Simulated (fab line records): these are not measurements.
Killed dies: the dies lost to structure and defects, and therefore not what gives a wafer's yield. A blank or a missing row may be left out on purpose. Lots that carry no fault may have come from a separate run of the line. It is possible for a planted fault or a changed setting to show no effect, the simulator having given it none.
Matching of chambers | flow n5-finfet | 4 sister chambers for N5_BEOL_M1_VIA_ETCH_34 on rie-diel-04
The step etches the open film in C4F6/O2, target depth 67.8 nm, time 64.4 s. 16 wafers are shown with their chamber, then 8 later ones without.

## EACH WAFER AND ITS CHAMBER
wafer  | chamber | throttle-valve-pct (%) | showerhead-plenum-p-Torr (Torr) | rf-vpp-V (V)
L076.1 | 1       | 30.70                  | 2.87                            | 657
L076.2 | 0       | 31.16                  | 2.67                            | 674
L076.4 | 0       | 31.15                  | 2.67                            | 674
L081.2 | 3       | 30.76                  | 2.80                            | 663
L081.5 | 0       | 31.17                  | 2.66                            | 675
L081.6 | 3       | 30.75                  | 2.80                            | 663
L082.1 | 1       | 30.72                  | 2.87                            | 657
L082.2 | 0       | 31.16                  | 2.66                            | 675
L082.6 | 3       | 30.76                  | 2.80                            | 663
L088.1 | 1       | 30.73                  | 2.86                            | 655
L088.3 | 2       | 30.73                  | 2.91                            | 655
L088.4 | 3       | 30.77                  | 2.79                            | 663
L090.1 | 0       | 31.18                  | 2.65                            | 673
L090.2 | 3       | 30.77                  | 2.79                            | 663
L090.3 | 1       | 30.73                  | 2.86                            | 654
L091.1 | 1       | 30.75                  | 2.86                            | 655

SIGNATURES (averages over the wafers above)
reading                  | chamber 0 | chamber 1 | chamber 2 | chamber 3 | scatter within a chamber
throttle-valve-pct       | 31.1640   | 30.7260   | 30.7300   | 30.7620   | 0.0133
showerhead-plenum-p-Torr | 2.6620    | 2.8640    | 2.9100    | 2.7960    | 0.00658
rf-vpp-V                 | 674.20    | 655.60    | 655.00    | 663.00    | 0.913
Rule: a wafer's distance from a chamber is the root of the sum, over the readings, of the square of ((its reading less the chamber's mean) divided by the reading's scatter). The wafer belongs to the nearest chamber; if the next one is less than 2 further off, it can't be placed. The scatter is the square root of a quotient: the sum, over the shown wafers, of each reading's squared deviation from its chamber's mean, divided by wafers minus chambers.

## WAFERS MISSING THEIR CHAMBER
wafer  | throttle-valve-pct (%) | showerhead-plenum-p-Torr (Torr) | rf-vpp-V (V)
L091.3 | 30.74                  | 2.91                            | 655
L091.6 | 31.17                  | 2.65                            | 675
L094.2 | 31.18                  | 2.65                            | 673
L094.3 | 30.76                  | 2.79                            | 664
L094.6 | 30.74                  | 2.90                            | 655
L095.2 | 30.73                  | 2.86                            | 656
L095.4 | 30.79                  | 2.79                            | 663
L095.5 | 31.18                  | 2.65                            | 671

## CHAMBER TAKEN BY EACH
wafer  | from the rows above | in truth
L091.3 | 2                   | 2
L091.6 | 0                   | 0
L094.2 | 0                   | 0
L094.3 | 3                   | 3
L094.6 | 2                   | 2
L095.2 | 1                   | 1
L095.4 | 3                   | 3
L095.5 | 0                   | 0
Correctly placed: 8 of 8. Number that these rows cannot place: 0. Wrongly placed: 0.
